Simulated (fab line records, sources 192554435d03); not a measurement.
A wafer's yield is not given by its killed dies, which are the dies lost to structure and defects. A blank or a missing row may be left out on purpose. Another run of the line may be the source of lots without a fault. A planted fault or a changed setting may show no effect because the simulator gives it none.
Lot-split experiment / flow n5_finfet / route with 1938 steps; 7 lots, 21 wafers read

== ABOUT THE SPLIT ==
At N5_BEOL_M9_EXPOSE_25 (exposes mask V8), the setting dose_mj was moved away from the recipe's 37.25 on 5 of the 21 wafers read, by -4.5% to +4.2%. The other wafers ran this setting at the recipe's value.

== FROM THE SPLIT TO THE READING: what the file shows between them, 2 steps ==
- N5_BEOL_M9_PEB_26: peb time 60 s
- N5_BEOL_M9_DEVELOP_27: develop time 30 s

== THE READING ==
cd_nm at N5_BEOL_M9_CD_MEAS_28, given in nm (cd target 70 nm). On this fab line, fault-free wafers typically give 69.94 nm with a standard deviation of 0.25 nm.

wafer=L077.1; tool, chamber at the split=euv_scanner-01, 0; dose_mj as run=37.25; against the recipe=recipe; cd_nm, nm=69.86; against lot-mates on the recipe=-
wafer=L077.3; tool, chamber at the split=euv_scanner-01, 0; dose_mj as run=37.25; against the recipe=recipe; cd_nm, nm=69.87; against lot-mates on the recipe=-
wafer=L077.4; tool, chamber at the split=euv_scanner-01, 0; dose_mj as run=37.25; against the recipe=recipe; cd_nm, nm=69.84; against lot-mates on the recipe=-
wafer=L081.3; tool, chamber at the split=euv_scanner-02, 0; dose_mj as run=36.03; against the recipe=-3.3%; cd_nm, nm=69.06; against lot-mates on the recipe=-0.88
wafer=L081.5; tool, chamber at the split=euv_scanner-02, 0; dose_mj as run=37.25; against the recipe=recipe; cd_nm, nm=69.98; against lot-mates on the recipe=-
wafer=L081.6; tool, chamber at the split=euv_scanner-02, 0; dose_mj as run=37.25; against the recipe=recipe; cd_nm, nm=69.91; against lot-mates on the recipe=-
wafer=L088.1; tool, chamber at the split=euv_scanner-02, 0; dose_mj as run=37.25; against the recipe=recipe; cd_nm, nm=70.17; against lot-mates on the recipe=-
wafer=L088.3; tool, chamber at the split=euv_scanner-02, 0; dose_mj as run=36.42; against the recipe=-2.2%; cd_nm, nm=69.18; against lot-mates on the recipe=-0.87
wafer=L088.5; tool, chamber at the split=euv_scanner-02, 0; dose_mj as run=37.25; against the recipe=recipe; cd_nm, nm=69.93; against lot-mates on the recipe=-
wafer=L090.1; tool, chamber at the split=euv_scanner-02, 0; dose_mj as run=37.25; against the recipe=recipe; cd_nm, nm=69.68; against lot-mates on the recipe=-
wafer=L090.4; tool, chamber at the split=euv_scanner-02, 0; dose_mj as run=37.25; against the recipe=recipe; cd_nm, nm=70.14; against lot-mates on the recipe=-
wafer=L090.5; tool, chamber at the split=euv_scanner-02, 0; dose_mj as run=37.25; against the recipe=recipe; cd_nm, nm=69.95; against lot-mates on the recipe=-
wafer=L091.3; tool, chamber at the split=euv_scanner-01, 0; dose_mj as run=38.83; against the recipe=+4.2%; cd_nm, nm=70.88; against lot-mates on the recipe=+0.70
wafer=L091.4; tool, chamber at the split=euv_scanner-01, 0; dose_mj as run=37.25; against the recipe=recipe; cd_nm, nm=70.21; against lot-mates on the recipe=-
wafer=L091.6; tool, chamber at the split=euv_scanner-01, 0; dose_mj as run=37.25; against the recipe=recipe; cd_nm, nm=70.14; against lot-mates on the recipe=-
wafer=L095.3; tool, chamber at the split=euv_scanner-02, 0; dose_mj as run=36.07; against the recipe=-3.2%; cd_nm, nm=69.38; against lot-mates on the recipe=-0.71
wafer=L095.4; tool, chamber at the split=euv_scanner-02, 0; dose_mj as run=37.25; against the recipe=recipe; cd_nm, nm=70.36; against lot-mates on the recipe=-
wafer=L095.6; tool, chamber at the split=euv_scanner-02, 0; dose_mj as run=37.25; against the recipe=recipe; cd_nm, nm=69.81; against lot-mates on the recipe=-
wafer=L096.1; tool, chamber at the split=euv_scanner-02, 0; dose_mj as run=37.25; against the recipe=recipe; cd_nm, nm=69.67; against lot-mates on the recipe=-
wafer=L096.4; tool, chamber at the split=euv_scanner-02, 0; dose_mj as run=37.25; against the recipe=recipe; cd_nm, nm=70.44; against lot-mates on the recipe=-
wafer=L096.5; tool, chamber at the split=euv_scanner-02, 0; dose_mj as run=35.59; against the recipe=-4.5%; cd_nm, nm=68.51; against lot-mates on the recipe=-1.55

THE FIT
A straight line over all 21 wafers: cd_nm changes by +0.267 nm for each +1% of dose_mj; r = +0.90; the points scatter about the line by 0.23 nm.
The same after taking each lot's own level away (the mean of its wafers on the recipe; 21 wafers): +0.26 nm for each +1%; r = +0.90; scatter 0.22 nm.
According to that fit, moving dose_mj by its largest amount changes the reading by 1.2 nm.
The lots' own levels span 69.857 to 70.175 nm, that is 1.3 times the standard deviation above.
Hence the lot-to-lot level has little effect on the slope; both slopes agree.
Check: -1.05 nm against its lot-mates is what the line predicts for one of the wafers moved furthest among these (-4.5%) when that wafer is left out of the fit. Against them it came out at -1.55 nm.

== THE OTHER SPLITS THESE WAFERS WENT THROUGH ==
Other splits were also applied to these wafers ahead of the reading. Each is held against what the fit with the lots' levels taken away leaves over:
other split on the same wafers=N5_BEOL_M7_VIA_ETCH_34 time_s; wafers away from the commonest value=6; r with cd_nm (lot level and that fit taken away)=-0.07
other split on the same wafers=N5_BEOL_M7_TRENCH_ETCH_37 source_w; wafers away from the commonest value=9; r with cd_nm (lot level and that fit taken away)=-0.09
other split on the same wafers=N5_BEOL_M8_ETCH_65 source_w; wafers away from the commonest value=9; r with cd_nm (lot level and that fit taken away)=+0.33

== FILE'S OWN FIT ==
cd_nm changes by +0.267 nm for each +1% of dose_mj, r = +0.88.
